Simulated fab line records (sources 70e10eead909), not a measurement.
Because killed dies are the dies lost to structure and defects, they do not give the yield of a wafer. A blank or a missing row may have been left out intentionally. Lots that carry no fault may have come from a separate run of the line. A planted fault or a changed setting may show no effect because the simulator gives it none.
fab line records	flow nandHarc
[record] lots = 6	wafers = 18	lastDay = 32
route steps=1302 shown A_CONTACT@1015 END@1302
lots untouched by any fault: they come from a run of this same line in which no faults occurred
startH: hours from the record's first day to the start of the lot's first wafer shown	waitH: how many hours have passed since the lot's step before this one	" repeats the value in the row above	L1.1+2: a row that stands for several wafers	- no value present, or no start provided	* or withheld: withheld	< > ~ a bound
route shown NAME@n: names a module that has steps shown in the file, with the first one's number in the route	usual: average and standard deviation across the fault-free wafers	same: alike in all rows	chamber/n: place in a boat	sites: each site's reading	_std_site: standard deviation of those values	_edge_site: mean of outer sites minus mean of inner sites	radiusMm: for every site, how far away it sits from the centre of the wafer	mask NAME#n: copy n	behind: the most recent tool/chamber to have shaped the wafer	hold: what put the lot on hold/how long, in hours/how the hold closed	device: the transistor (n, p or np) that didn't switch	end of line: tests run on the same wafers once the route is complete	a step with no rows: only its recipe	killed: not the wafer's yield, but the dies lost to structure and defects at the first sort	map: shows each die of a wafer: x if killed, . if not, _ if none is there
set.NAME: the setting that was run; set.NAME@STEP: the one run at that earlier step	model.NAME: the simulator's own value behind a step, which no gauge read
lots at selected steps of the route; one table per step, one row per wafer
services: when a tool's chamber went out of use (startH, in hours from the record's first day, below 0 if earlier), for how many hours, and the reason
[[steps]]
[step NHARC_A_CONTACT_ETCH_121]
[recipe] sourceW = withheld	pressureMtorr = 20	biasV = 3000	timeS = 190	targetDepthA = 18500	arFlowSccm = withheld	c4f8FlowSccm = withheld	o2FlowSccm = withheld	chemistry = C4F8/O2/Ar
[step NHARC_A_CONTACT_ETCH_122]
[recipe] sourceW = withheld	pressureMtorr = 20	biasV = 3000	timeS = 190	targetDepthA = 18500	arFlowSccm = withheld	c4f8FlowSccm = withheld	o2FlowSccm = withheld	chemistry = C4F8/O2/Ar
[step NHARC_A_CONTACT_ETCH_123]
[recipe] sourceW = withheld	pressureMtorr = 20	biasV = 400	timeS = 490	targetDepthA = 21100	arFlowSccm = withheld	c4f8FlowSccm = 11.5	o2FlowSccm = 7.2	chemistry = C4F8/O2/Ar
[step NHARC_A_CONTACT_ETCH_90]
[recipe] targetDepthA = 400	overEtchFrac = 0.5	timeS = 85.7	ionEnergyEv = 120	ch3fFlowSccm = 50	o2FlowSccm = 30	arFlowSccm = 200	rfW = 500	biasW = 100	chemistry = CH3F/O2
[step NHARC_A_CONTACT_ETCH_96]
[recipe] targetDepthA = 200	overEtchFrac = 0.5	timeS = 10	ionEnergyEv = 250	c4f6FlowSccm = 25	o2FlowSccm = 20	arFlowSccm = 500	rfW = 600	biasW = 500	chemistry = C4F6/O2
[usual] biasW = 499.9/1.5	drypumpMotorCurrentA = 5.7/0.54	oesProductAu = 0.969/0.025	rfVppV = 548/3.5	showerheadPlenumPTorr = 3.99/0.16	throttleValvePct = 26.904/0.0087
[same] overEtchFrac = 0.5
lot.wafer	tool	chamber	startH	waitH	biasW	drypumpMotorCurrentA	oesProductAu	rfHoursCounterH	rfVppV	showerheadPlenumPTorr	throttleValvePct
L822.4	rieDiel-13	0	-	-	498.8	5.9	1.011	1	551	4.12	26.916
L822.1	"	1	"	"	500.0	6.5	0.993	1	551	4.19	26.899
L822.3	"	3	"	"	499.7	5.9	0.998	0	552	4.19	26.908
L827.4	rieDiel-01	1	-	-	498.7	5.7	0.947	2	549	3.99	26.919
L827.1	"	2	"	"	499.5	6.5	0.971	2	544	3.82	26.899
L827.5	"	0	"	"	498.6	5.1	0.931	-	552	4.12	26.904
L829.3	rieDiel-13	1	-	-	499.9	6.6	0.945	24	552	4.18	26.895
L829.5	"	2	"	"	500.5	5.4	0.943	-	543	3.74	26.905
L829.6	"	3	"	"	499.7	5.9	0.948	-	552	4.17	26.887
L835.3	rieDiel-02	3	-	-	499.5	6.5	0.956	10	546	3.85	26.919
L835.4	"	1	"	"	499.6	5.7	0.948	15	545	3.88	26.891
L835.6	"	3	"	"	501.4	6.5	0.956	-	544	3.85	26.923
L836.3	rieDiel-01	0	-	-	501.3	5.1	0.941	29	550	4.11	26.904
L836.4	"	1	"	"	498.5	5.7	0.943	34	548	3.97	26.898
L836.1	"	2	"	"	500.4	6.5	0.941	41	545	3.80	26.912
L838.1	rieDiel-02	1	-	-	502.2	5.8	0.941	25	546	3.88	26.905
L838.2	"	2	"	"	503.5	5.2	0.947	25	552	4.21	26.904
L838.6	"	1	"	"	501.6	5.8	0.944	-	545	3.88	26.890
[step NHARC_A_CONTACT_CD_MEAS_53]
[usual] cdNm = 289.6/1
lot.wafer	tool	chamber	startH	waitH	cdNm
L822.1	cdSem-01	-	529.69	-	289.3
L822.3	"	-	"	"	289.5
L822.4	"	-	"	"	289.1
L827.1	cdSem-03	-	574.67	-	291.1
L827.4	"	-	"	"	290.2
L827.5	"	-	"	"	290.4
L829.3	cdSem-01	-	600.08	-	289.6
L829.5	"	-	"	"	287.9
L829.6	"	-	"	"	288.6
L835.3	cdSem-01	-	650.89	-	289.8
L835.4	"	-	"	"	288.3
L835.6	"	-	"	"	288.7
L836.1	cdSem-03	-	674.06	-	290.6
L836.3	"	-	"	"	290.7
L836.4	"	-	"	"	290.2
L838.1	cdSem-02	-	690.09	-	289.7
L838.2	"	-	"	"	289.9
L838.6	"	-	"	"	290.1
[step NHARC_A_CONTACT_STRIP_99]
[recipe] n2FlowSccm = 150	h2FlowSccm = 150	arFlowSccm = 0	biasW = 0	chemistry = N2/H2
[step NHARC_A_CONTACT_STRIP_100]
[recipe] cf4FlowSccm = 100	chf3FlowSccm = 30	arFlowSccm = 0	biasW = 0	chemistry = CF4/CHF3
[step NHARC_A_CONTACT_STRIP_101]
[recipe] o2FlowSccm = 400	cosFlowSccm = 20	arFlowSccm = 0	biasW = 0	chemistry = O2/COS
[step NHARC_A_CONTACT_ETCH_102]
[recipe] targetDepthA = 1000	overetchA = 100	timeS = 55	ionEnergyEv = 100	cf4FlowSccm = 80	o2FlowSccm = 20	arFlowSccm = 0	rfW = 300	biasW = 100	chemistry = CF4/O2
[usual] biasW = 100.0/0.33	cf4FlowSccm = 80.02/0.22	drypumpMotorCurrentA = 5.6/0.58	oesProductAu = 1.005/0.012	rfVppV = 198.1/1.4	showerheadPlenumPTorr = 1.35/0.054	throttleValvePct = 13.398/0.0095
lot.wafer	tool	chamber	startH	waitH	biasW	cf4FlowSccm	drypumpMotorCurrentA	oesProductAu	rfHoursCounterH	rfVppV	showerheadPlenumPTorr	throttleValvePct
L822.1	rieDiel-02	0	530.02	0.1	99.8	80.15	4.9	1.034	20	196.6	1.34	13.407
L822.3	"	1	"	"	100.1	79.85	5.8	1.011	18	197.0	1.33	13.398
L822.4	"	1	"	"	100.1	80.12	5.7	1.011	-	196.9	1.33	13.392
L827.1	rieDiel-01	1	575.00	0.1	99.6	79.87	5.7	1.003	2	197.7	1.36	13.401
L827.4	"	2	"	"	99.9	80.00	6.6	0.992	2	197.7	1.30	13.399
L827.5	"	0	"	"	100.0	80.01	5.1	0.987	-	198.6	1.41	13.411
L829.3	rieDiel-01	1	600.38	0.1	99.7	79.94	5.7	0.997	13	197.2	1.36	13.385
L829.6	"	2	"	"	99.7	79.87	6.5	1.021	-	196.6	1.29	13.391
L829.5	"	3	"	"	100.0	79.64	5.3	0.998	-	198.0	1.34	13.414
L835.3	rieDiel-02	3	651.20	0.1	100.3	79.96	6.5	1.013	10	196.5	1.31	13.404
L835.4	"	0	"	"	100.5	79.65	4.9	1.024	13	198.4	1.34	13.386
L835.6	"	3	"	"	100.5	79.98	6.5	1.005	-	196.9	1.31	13.388
L836.1	rieDiel-02	2	674.36	0.0	99.7	79.75	5.2	1.000	20	201.4	1.44	13.380
L836.3	"	3	"	"	100.0	80.03	6.5	1.010	15	196.8	1.31	13.393
L836.4	"	0	"	"	100.3	79.74	4.8	1.019	19	197.9	1.34	13.416
L838.2	rieDiel-13	1	690.39	0.1	100.3	80.07	6.5	0.991	49	198.4	1.42	13.400
L838.1	"	2	"	"	100.1	79.87	5.4	0.973	60	196.8	1.26	13.396
L838.6	"	1	"	"	100.7	80.08	6.5	0.983	-	200.3	1.42	13.409
[step NHARC_A_CONTACT_STRIP_55]
[recipe] o2FlowSccm = 500	arFlowSccm = 0	biasW = 0	chemistry = O2
[step NHARC_A_CONTACT_STRIP_56]
[recipe] timeS = 600	tempC = 30	chemistry = postEtchResidueRemover
[step NHARC_A_CONTACT_DEP_57]
[recipe] targetThkA = 53000	tempC = 400	material = aC
[usual] throttleValvePct = 35.000/0.0096
lot.wafer	tool	chamber	startH	waitH	throttleValvePct
L822.1	aclDep-03	0	530.75	-	35.000
L822.3	"	0	531.81	-	34.996
L822.4	"	0	"	"	35.004
L827.1	aclDep-01	0	576.05	-	34.996
L827.4	"	0	577.66	-	34.994
L827.5	"	0	"	"	35.009
L829.3	aclDep-01	0	602.10	-	35.007
L829.5	"	0	603.17	-	35.002
L829.6	"	0	"	"	34.995
L835.3	aclDep-02	0	653.21	-	35.006
L835.4	"	0	"	"	34.993
L835.6	"	0	654.82	-	35.005
L836.1	aclDep-01	0	675.37	-	34.995
L836.3	"	0	676.44	-	35.001
L836.4	"	0	"	"	35.002
L838.1	aclDep-01	0	691.07	-	35.001
L838.2	"	0	"	"	35.008
L838.6	"	0	693.72	-	34.985
[step NHARC_A_CONTACT_DEP_58]
[recipe] targetThkA = 900	targetThkNm = 90	tempC = 400	pressureTorr = 3.5	flowSccm = 200	rfW = 350	material = SiON
[step NHARC_A_CONTACT_DEHYDRATE_59]
[recipe] tempC = 150	timeS = 120
[step NHARC_A_CONTACT_HMDS_60]
[recipe] timeS = 30
[step NHARC_A_CONTACT_COAT_61]
[recipe] tempC = 260	timeS = 75
[step NHARC_A_CONTACT_COAT_62]
[recipe] tempC = 225	timeS = 65
[step NHARC_A_CONTACT_COAT_63]
[recipe] spinRpm = 1500	resistThkNm = 90
[step NHARC_A_CONTACT_SOFTBAKE_64]
[recipe] tempC = 105	timeS = 55
[step NHARC_A_CONTACT_EBR_65]
[step NHARC_A_CONTACT_EXPOSE_66]
[recipe] na = 1.35	sigmaOuter = 0.8	doseMj = 59.02	maskId = A_CC_2
[step NHARC_A_CONTACT_PEB_67]
[recipe] pebTempC = 100	pebTimeS = 65
[step NHARC_A_CONTACT_DEVELOP_68]
[recipe] developTimeS = 35	devTempC = 23
[step NHARC_A_CONTACT_CD_MEAS_69]
[recipe] targetCdNm = 300	landingEnergyEv = 500
[usual] cdNm = 300.0/0.61
lot.wafer	tool	chamber	startH	waitH	cdNm
L822.1	cdSem-03	0	534.68	-	300.1
L822.3	"	0	"	"	299.4
L822.4	"	0	"	"	300.0
L827.1	cdSem-01	0	580.04	-	300.0
L827.4	"	0	"	"	300.6
L827.5	"	0	"	"	299.2
L829.3	cdSem-02	0	604.98	-	300.0
L829.5	"	0	"	"	298.7
L829.6	"	0	"	"	298.6
L835.3	cdSem-03	0	656.12	-	300.8
L835.4	"	0	"	"	300.3
L835.6	"	0	"	"	299.7
L836.1	cdSem-03	0	679.28	-	300.2
L836.3	"	0	"	"	300.3
L836.4	"	0	"	"	299.9
L838.1	cdSem-01	0	694.99	-	300.5
L838.2	"	0	"	"	300.5
L838.6	"	0	"	"	300.0
[step NHARC_A_CONTACT_OVL_MEAS_70]
[usual] overlayXNm = 0.2/0.85	overlayYNm = -0.2/0.84
lot.wafer	tool	chamber	startH	waitH	overlayXNm	overlayYNm
L822.1	overlay-01	-	534.77	-	1.6	0.3
L822.3	"	-	"	"	1.9	0.7
L822.4	"	-	"	"	1.5	0.7
L827.1	overlay-01	-	580.13	-	-0.6	-0.3
L827.4	"	-	"	"	-1.2	0.3
L827.5	"	-	"	"	0.0	0.1
L829.3	overlay-02	-	605.07	-	-1.2	-0.6
L829.5	"	-	"	"	-1.0	-0.3
L829.6	"	-	"	"	-1.8	-0.3
L835.3	overlay-02	-	656.20	-	-0.5	0.3
L835.4	"	-	"	"	-0.4	0.2
L835.6	"	-	"	"	-0.8	0.3
L836.1	overlay-02	-	679.37	-	0.7	0.4
L836.3	"	-	"	"	0.5	0.9
L836.4	"	-	"	"	0.5	0.4
L838.1	overlay-01	-	695.08	-	1.2	-0.1
L838.2	"	-	"	"	-0.6	0.4
L838.6	"	-	"	"	0.3	-0.2
[step NHARC_A_CONTACT_INSPECT_71]
[usual] rawDefectCount = 80/38
lot.wafer	tool	chamber	startH	waitH	rawDefectCount
L822.1	defectInspect-02	-	534.80	0.0	64
L822.3	"	-	"	"	68
L822.4	"	-	"	"	72
L827.1	defectInspect-01	-	580.17	0.0	27
L827.4	"	-	"	"	33
L827.5	"	-	"	"	36
L829.3	defectInspect-02	-	605.10	0.0	136
L829.5	"	-	"	"	119
L829.6	"	-	"	"	129
L835.3	defectInspect-02	-	656.24	0.0	100
L835.4	"	-	"	"	97
L835.6	"	-	"	"	100
L836.1	defectInspect-01	-	679.41	0.0	157
L836.3	"	-	"	"	160
L836.4	"	-	"	"	173
L838.1	defectInspect-01	-	695.12	0.0	108
L838.2	"	-	"	"	100
L838.6	"	-	"	"	109
[step NHARC_A_CONTACT_DESCUM_74]
[recipe] timeS = 3	o2FlowSccm = 200	arFlowSccm = 0	biasPowerW = 0	chemistry = O2
[step NHARC_A_CONTACT_ETCH_75]
[recipe] targetDepthA = 390	overEtchFrac = 0.3	timeS = 65	ionEnergyEv = 80	cf4FlowSccm = 150	arFlowSccm = 0	rfW = 300	biasW = 100	chemistry = CF4
[usual] biasW = 100.05/0.29	cf4FlowSccm = 150.0/0.44	drypumpMotorCurrentA = 5.6/0.55	oesProductAu = 1.004/0.013	rfVppV = 151.6/1.2	showerheadPlenumPTorr = 1.79/0.073	throttleValvePct = 13.285/0.0082
[same] overEtchFrac = 0.3
lot.wafer	tool	chamber	startH	waitH	biasW	cf4FlowSccm	drypumpMotorCurrentA	oesProductAu	rfHoursCounterH	rfVppV	showerheadPlenumPTorr	throttleValvePct
L822.1	rieDiel-02	2	534.97	0.1	100.34	149.5	5.2	1.011	24	151.1	1.64	13.285
L822.3	"	0	"	"	100.51	150.4	4.9	1.033	20	153.4	1.78	13.276
L822.4	"	1	"	"	100.18	149.5	5.8	1.004	-	151.1	1.76	13.284
L827.1	rieDiel-02	0	580.31	0.1	99.74	150.1	4.9	1.007	0	151.4	1.78	13.277
L827.4	"	2	"	"	100.11	150.7	5.2	0.990	0	152.2	1.91	13.292
L827.5	"	1	"	"	99.95	150.2	5.7	1.008	-	151.9	1.75	13.274
L829.3	rieDiel-13	3	605.25	0.1	100.31	149.8	5.9	1.006	30	153.2	1.88	13.285
L829.6	"	2	"	"	99.90	150.2	5.4	0.995	-	150.1	1.68	13.290
L829.5	"	3	"	"	100.70	150.4	5.9	1.014	-	152.2	1.88	13.288
L835.4	rieDiel-02	0	656.38	0.1	100.55	150.3	4.9	1.019	15	153.1	1.77	13.289
L835.3	"	2	"	"	100.00	149.8	5.2	0.986	17	152.5	1.90	13.284
L835.6	"	0	"	"	100.30	150.3	4.9	1.019	-	151.0	1.77	13.265
L836.1	rieDiel-02	0	679.57	0.1	100.05	150.9	4.9	1.015	20	152.0	1.77	13.278
L836.3	"	1	"	"	99.83	149.9	5.8	1.008	22	150.9	1.75	13.276
L836.4	"	3	"	"	99.80	149.9	6.4	1.011	16	150.2	1.73	13.285
L838.2	rieDiel-02	0	695.27	0.1	99.70	150.1	4.9	1.018	23	151.1	1.77	13.284
L838.1	"	1	"	"	100.28	149.4	5.7	1.002	25	152.6	1.75	13.295
L838.6	"	0	"	"	99.66	150.3	4.9	1.022	-	152.9	1.77	13.268
[step NHARC_A_CONTACT_ETCH_76]
[recipe] targetDepthA = 2600	overEtchFrac = 0.3	timeS = 475.3	ionEnergyEv = 200	n2FlowSccm = 150	h2FlowSccm = 150	arFlowSccm = 0	rfW = 400	biasW = 150	chemistry = N2/H2
[step NHARC_A_CONTACT_ETCH_77]
[recipe] targetDepthA = 1089	timeS = 54.5	cf4FlowSccm = 100	chf3FlowSccm = 30	arFlowSccm = 0	rfW = 500	biasW = 200	chemistry = CF4/CHF3
[step NHARC_A_CONTACT_ETCH_78]
[recipe] targetDepthA = 53000	overEtchFrac = 0.3	timeS = 1378	ionEnergyEv = 150	o2FlowSccm = 400	cosFlowSccm = 20	arFlowSccm = 0	rfW = 500	biasW = 300	chemistry = O2/COS
[step NHARC_A_CONTACT_ETCH_124]
[recipe] sourceW = withheld	pressureMtorr = 20	biasV = withheld	timeS = 140	targetDepthA = 7000	arFlowSccm = withheld	c4f8FlowSccm = withheld	o2FlowSccm = withheld	chemistry = C4F8/O2/Ar
[step NHARC_A_CONTACT_ETCH_125]
[recipe] sourceW = withheld	pressureMtorr = 20	biasV = 3000	timeS = 197	targetDepthA = 19180	arFlowSccm = withheld	c4f8FlowSccm = withheld	o2FlowSccm = withheld	chemistry = C4F8/O2/Ar
[step NHARC_A_CONTACT_ETCH_126]
[recipe] sourceW = withheld	pressureMtorr = 20	biasV = 3000	timeS = 197	targetDepthA = 19180	arFlowSccm = withheld	c4f8FlowSccm = withheld	o2FlowSccm = withheld	chemistry = C4F8/O2/Ar
lot.wafer	tool	chamber	startH	waitH	rfHoursCounterH
L822.1	harCapEtch-03	1	536.89	0.1	49
L822.3	"	1	"	"	-
L822.4	"	0	"	"	-
L827.1	harCapEtch-02	0	582.18	0.1	96
L827.4	"	0	"	"	-
L827.5	"	0	"	"	-
L829.3	harCapEtch-02	1	607.14	0.1	-
L829.5	"	1	"	"	-
L829.6	"	0	"	"	-
L835.3	harCapEtch-03	0	658.27	0.1	-
L835.4	"	1	"	"	-
L835.6	"	1	"	"	-
L836.1	harCapEtch-02	1	681.53	0.2	116
L836.4	"	1	"	"	-
L836.3	"	0	"	"	-
L838.2	harCapEtch-01	1	697.10	0.1	32
L838.1	"	0	"	"	32
L838.6	"	0	"	"	-
[step NHARC_A_CONTACT_ETCH_127]
[recipe] sourceW = withheld	pressureMtorr = 20	biasV = 3000	timeS = 197	targetDepthA = 19180	arFlowSccm = withheld	c4f8FlowSccm = withheld	o2FlowSccm = withheld	chemistry = C4F8/O2/Ar
[step NHARC_A_CONTACT_ETCH_128]
[recipe] sourceW = withheld	pressureMtorr = 20	biasV = 3000	timeS = 197	targetDepthA = 19180	arFlowSccm = withheld	c4f8FlowSccm = withheld	o2FlowSccm = withheld	chemistry = C4F8/O2/Ar
[step NHARC_A_CONTACT_ETCH_129]
[recipe] sourceW = withheld	pressureMtorr = 20	biasV = 3000	timeS = 197	targetDepthA = 19180	arFlowSccm = withheld	c4f8FlowSccm = withheld	o2FlowSccm = withheld	chemistry = C4F8/O2/Ar
[step NHARC_A_CONTACT_ETCH_130]
[recipe] sourceW = withheld	pressureMtorr = 20	biasV = 3000	timeS = 197	targetDepthA = 19180	arFlowSccm = withheld	c4f8FlowSccm = withheld	o2FlowSccm = withheld	chemistry = C4F8/O2/Ar
[step NHARC_A_CONTACT_ETCH_131]
[recipe] sourceW = withheld	pressureMtorr = 20	biasV = 3000	timeS = 197	targetDepthA = 19180	arFlowSccm = withheld	c4f8FlowSccm = withheld	o2FlowSccm = withheld	chemistry = C4F8/O2/Ar
lot.wafer	tool	chamber	startH	waitH	rfHoursCounterH
L822.1	harCapEtch-03	1	537.77	0.1	50
L822.3	"	1	"	"	-
L822.4	"	0	"	"	-
L827.1	harCapEtch-02	0	583.06	0.1	97
L827.4	"	0	"	"	-
L827.5	"	0	"	"	-
L829.3	harCapEtch-02	1	608.02	0.1	-
L829.5	"	1	"	"	-
L829.6	"	0	"	"	-
L835.3	harCapEtch-03	0	659.16	0.1	-
L835.4	"	1	"	"	-
L835.6	"	1	"	"	-
L836.1	harCapEtch-02	1	682.70	0.2	117
L836.4	"	1	"	"	-
L836.3	"	0	"	"	-
L838.2	harCapEtch-01	1	697.98	0.1	33
L838.1	"	0	"	"	33
L838.6	"	0	"	"	-
[step NHARC_A_CONTACT_ETCH_132]
[recipe] sourceW = withheld	pressureMtorr = 20	biasV = 3000	timeS = 197	targetDepthA = 19240	arFlowSccm = withheld	c4f8FlowSccm = withheld	o2FlowSccm = withheld	chemistry = C4F8/O2/Ar
[step NHARC_A_CONTACT_ETCH_133]
[recipe] sourceW = withheld	pressureMtorr = 20	biasV = 400	timeS = 374	targetDepthA = 16100	arFlowSccm = withheld	c4f8FlowSccm = 11.5	o2FlowSccm = 7.2	chemistry = C4F8/O2/Ar
[step NHARC_END_SORT_01]
[recipe] tempC = 25
[usual] killedAtArray = 56/20	killedAtOther = 0.9/1.1	killedAtPeriphery = 3.7/3	killedDies = 61/21	killedOpen = 2.9/1.6	killedShort = 2.6/1.4
[same] grossDies = 677
lot.wafer	tool	chamber	startH	waitH	killedAtArray	killedAtOther	killedAtPeriphery	killedDies	killedOpen	killedShort
L822.1	prober-02	0	596.27	2.5	41	3	2	46	1	3
L822.3	prober-02	0	597.85	3.1	38	1	3	42	1	2
L822.4	prober-02	0	598.64	3.4	54	4	4	62	2	6
L836.1	prober-01	0	737.27	2.5	670	0	2	672	2	2
L836.3	prober-01	0	738.86	3.1	670	0	4	674	2	1
L836.4	prober-01	0	739.66	3.4	674	0	1	675	1	2
L838.1	prober-01	0	761.78	2.6	672	0	2	674	2	5
L838.2	prober-01	0	762.58	2.8	669	0	2	671	3	4
L838.6	prober-01	0	765.77	4.0	672	0	3	675	0	1
// killed by level:class
L822.1 A_CHANNEL_HOLE_D1:chamberFilmFlake=22 A_CHANNEL_HOLE_D2:chamberFilmFlake=6 A_CONTACT:chamberFilmFlake=5 THIN_TSV:chamberFilmFlake=3 A_ONON_D1:geometricParticle:short=2 P_ZERO_WELL:chamberFilmFlake=2 A_CHANNEL_FILL_D2:chamberFilmFlake=2 A_ONON_D1:geometricParticle:open=1
L822.3 A_CHANNEL_HOLE_D1:chamberFilmFlake=18 A_CHANNEL_HOLE_D2:chamberFilmFlake=8 A_CONTACT:chamberFilmFlake=4 A_M1:chamberFilmFlake=4 P_GATE:geometricParticle:short=1 A_DECK1_JOINT:geometricParticle:short=1 A_M0:geometricParticle:open=1 P_ZERO_WELL:chamberFilmFlake=1
L822.4 A_CHANNEL_HOLE_D1:chamberFilmFlake=31 A_CHANNEL_HOLE_D2:chamberFilmFlake=9 THIN_TSV:chamberFilmFlake=4 P_M2:chamberFilmFlake=2 A_WL_FILL:chamberFilmFlake=2 A_CONTACT:chamberFilmFlake=2 P_GATE:geometricParticle:short=1 A_ONON_D1:geometricParticle:open=1
L836.1 A_CONTACT:areaDep=579 A_SLIT:chamberFilmFlake=28 A_CHANNEL_HOLE_D2:chamberFilmFlake=22 A_CHANNEL_HOLE_D1:chamberFilmFlake=16 A_CONTACT:chamberFilmFlake=9 A_SGD_CUT:chamberFilmFlake=7 A_STAIRCASE:chamberFilmFlake=6 P_M2:geometricParticle:open=1
L836.3 A_CONTACT:areaDep=551 A_CHANNEL_HOLE_D1:chamberFilmFlake=31 A_CHANNEL_HOLE_D2:chamberFilmFlake=31 A_SLIT:chamberFilmFlake=30 A_STAIRCASE:chamberFilmFlake=13 A_SGD_CUT:chamberFilmFlake=7 A_CONTACT:chamberFilmFlake=5 P_M0:geometricParticle:open=1
L836.4 A_CONTACT:areaDep=569 A_SLIT:chamberFilmFlake=34 A_CHANNEL_HOLE_D2:chamberFilmFlake=30 A_CHANNEL_HOLE_D1:chamberFilmFlake=20 A_STAIRCASE:chamberFilmFlake=6 A_CONTACT:chamberFilmFlake=6 A_SGD_CUT:chamberFilmFlake=3 A_CHANNEL_FILL_D1:geometricParticle:short=1
L838.1 A_CONTACT:areaDep=595 A_CHANNEL_HOLE_D2:chamberFilmFlake=31 A_SLIT:chamberFilmFlake=26 A_CHANNEL_HOLE_D1:chamberFilmFlake=6 A_CONTACT:chamberFilmFlake=4 A_STAIRCASE:chamberFilmFlake=3 P_GATE:geometricParticle:short=1 A_SOURCE_PLATE:geometricParticle:short=1
L838.2 A_CONTACT:areaDep=614 A_SLIT:chamberFilmFlake=22 A_CHANNEL_HOLE_D2:chamberFilmFlake=18 A_CHANNEL_HOLE_D1:chamberFilmFlake=6 A_CHANNEL_FILL_D1:geometricParticle:short=2 A_STAIRCASE:chamberFilmFlake=2 P_CONTACT:geometricParticle:open=1 A_ONON_D2:geometricParticle:open=1
L838.6 A_CONTACT:areaDep=601 A_SLIT:chamberFilmFlake=32 A_CHANNEL_HOLE_D2:chamberFilmFlake=24 A_CHANNEL_HOLE_D1:chamberFilmFlake=7 A_CONTACT:chamberFilmFlake=3 P_BONDPAD:chamberFilmFlake=2 A_CHANNEL_FILL_D2:chamberFilmFlake=2 A_STAIRCASE:chamberFilmFlake=2
// map L836.4 (x killed, . not)
____________x____________
_________xxxxxxx_________
_______xxxxxxxxxxx_______
______xx.xxxxxxxxxx______
_____xxxxxxxxxxxxxxx_____
____xxxxxxxxxxxxxxxxx____
____xxxxxxxxxxxxxxxxx____
___xxxxxxxxxxxxxxxxxxx___
___xxxxxxxxxxxxxxxxxxx___
__xxxxxxxxxxxxxxxxxxxxx__
__xxxxxxxxxxxxxxxxxxxxx__
_xxxxxxxxxxxxxxxxxxxxxxx_
_xxxxxxxxxxxxxxxxxxxxxxx_
_xxxxxxxxxxxxxxxxxxxxxxx_
_xxxxxxxxxxxxxxxxxxxxxxx_
_xxxxxxxxxxxxxxxxxxxxxxx_
xxxxxxxxxxxxxxxxxxxxxxxxx
xxxxxxxxxxxxxxxxxxxxxxxxx
xxxxxxxxxxxxxxxxxxxxxxxxx
xxxxxxxxxxxxxxxxxxxxxxxxx
xxxxxxxxxxxxxxxxxxxxxxxxx
_xxxxxxxxxxxxxxxxxxxxxxx_
_xxxxxxxxxxxxxxxxxxxxxxx_
_xxxxxxxxxxxxxxxxxxxxxxx_
_xxx.xxxxxxxxxxxxxxxxxxx_
_xxxxxxxxxxxxxxxxxxxxxxx_
__xxxxxxxxxxxxxxxxxxxxx__
__xxxxxxxxxxxxxxxxxxxxx__
___xxxxxxxxxxxxxxxxxxx___
___xxxxxxxxxxxxxxxxxxx___
____xxxxxxxxxxxxxxxxx____
____xxxxxxxxxxxxxxxxx____
_____xxxxxxxxxxxxxxx_____
______xxxxxxxxxxxxx______
_______xxxxxxxxxxx_______
_________xxxxxxx_________
____________x____________
// map L838.6 (x killed, . not)
____________x____________
_________xxxxxxx_________
_______xxxxxxxxxxx_______
______xxxxxxxxxxxxx______
_____xxxxxxxxxxxxxxx_____
____xxxxxxxxxxxxxxxxx____
____xxxxxxxxxxxxxxxxx____
___xxxxxxxxxxxxxxxxxxx___
___xxxxxxxxxxxxxxxxxxx___
__xxxxxxxxxxxxxxxxxxxxx__
__xxxxxxxxxxxxxxxxxxxxx__
_xxxxxxxxxxxxxxxxxxxxxxx_
_xxxxxxxxxxxxxxxxxxxxxxx_
_xxxxxxxxxxxxxxxxxxxxxxx_
_xxxxxxxxxxxxxxxxxxxxxxx_
_x.xxxxxxxxxxxxxxxxxxxxx_
xxxxxxxxxxxxxxxxxxxxxxxxx
xxxxxxxxxxxxxxxxxxxxxxxxx
xxxxxxxxxxxxxxxxxxxxxxxxx
xxxxxxxxxxxxxxxxxxxxxxxxx
xxxxxxxxxxxxxxxxxxxxxxxxx
_xxxxxxxxxxxxxxxxxxxxxxx_
_xxxxxxxxxxxxxxxxxxxxxxx_
_xxxxxxxxxxxxxxxxxxxxxxx_
_xxxxxxxxxxxxxx.xxxxxxxx_
_xxxxxxxxxxxxxxxxxxxxxxx_
__xxxxxxxxxxxxxxxxxxxxx__
__xxxxxxxxxxxxxxxxxxxxx__
___xxxxxxxxxxxxxxxxxxx___
___xxxxxxxxxxxxxxxxxxx___
____xxxxxxxxxxxxxxxxx____
____xxxxxxxxxxxxxxxxx____
_____xxxxxxxxxxxxxxx_____
______xxxxxxxxxxxxx______
_______xxxxxxxxxxx_______
_________xxxxxxx_________
____________x____________
[[services]]
tool	chamber	startH	hours	kind
rieDiel-13	-	519.07	9.0	pm
rieDiel-02	3	524.81	10.6	repair
rieDiel-02	0	525.36	-	clean
rieDiel-02	1	525.36	-	clean
rieDiel-02	2	525.36	-	clean
harCapEtch-01	-	541.82	0.2	repair
rieDiel-13	3	543.83	9.8	repair
rieDiel-02	2	547.21	2.3	repair
rieDiel-02	0	549.86	-	clean
rieDiel-02	1	549.86	-	clean
rieDiel-02	2	549.86	-	clean
aclDep-01	-	552.97	13.0	pm
rieDiel-01	-	559.24	9.0	pm
rieDiel-02	-	570.71	9.0	pm
rieDiel-02	-	599.33	2.7	repair
aclDep-02	-	607.69	13.0	pm
rieDiel-13	2	615.96	3.5	repair
rieDiel-01	1	618.38	3.1	repair
rieDiel-02	3	624.85	8.1	repair
rieDiel-01	0	644.13	5.0	repair
rieDiel-01	-	644.34	1.1	repair
aclDep-03	-	659.85	13.0	pm
rieDiel-01	-	688.31	0.2	repair
rieDiel-13	-	696.07	9.0	pm
[[key]]
[firstSign] step = NHARC_END_SORT_01	reading = killedAtArray	direction = up	sigmas = 30	usual = 56	struck = 671
[effect] step = NHARC_END_SORT_01	reading = killedDies	direction = up	sigmas = 30	usual = 61	struck = 674
[moreKillsBornAt] NHARC_A_CONTACT_DEP_57@aclDep-01 = 3509
metAt NHARC_A_CONTACT_DEP_57
struckWafers L836.1,L836.3,L836.4,L838.1,L838.2,L838.6
laterRowsLeftOut L836.1,L836.3,L836.4,L838.1,L838.2,L838.6
testerLeftOut L836,L838
onsetBetween 602.10 675.37
alsoFits time
[fault] kind = processParameterDrift	tool = aclDep-01	chamber = -	onsetH = 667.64	steps = NHARC_A_CONTACT_DEP_57	channel = targetThkA	offset = *	shape = step	endH = 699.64	actsIn = *	stated = *
// testerLeftOut: of these lots the tester's yield and bins aren't shown, on N5 and GAA mostly nor the transistor test; their killed dies are dies lost to structure and defects alone, not to doping, threshold or leakage, so they don't give the yield
// laterRowsLeftOut: the simulator's readings of these wafers behind a module that went badly wrong aren't trusted and aren't shown, but for the sort
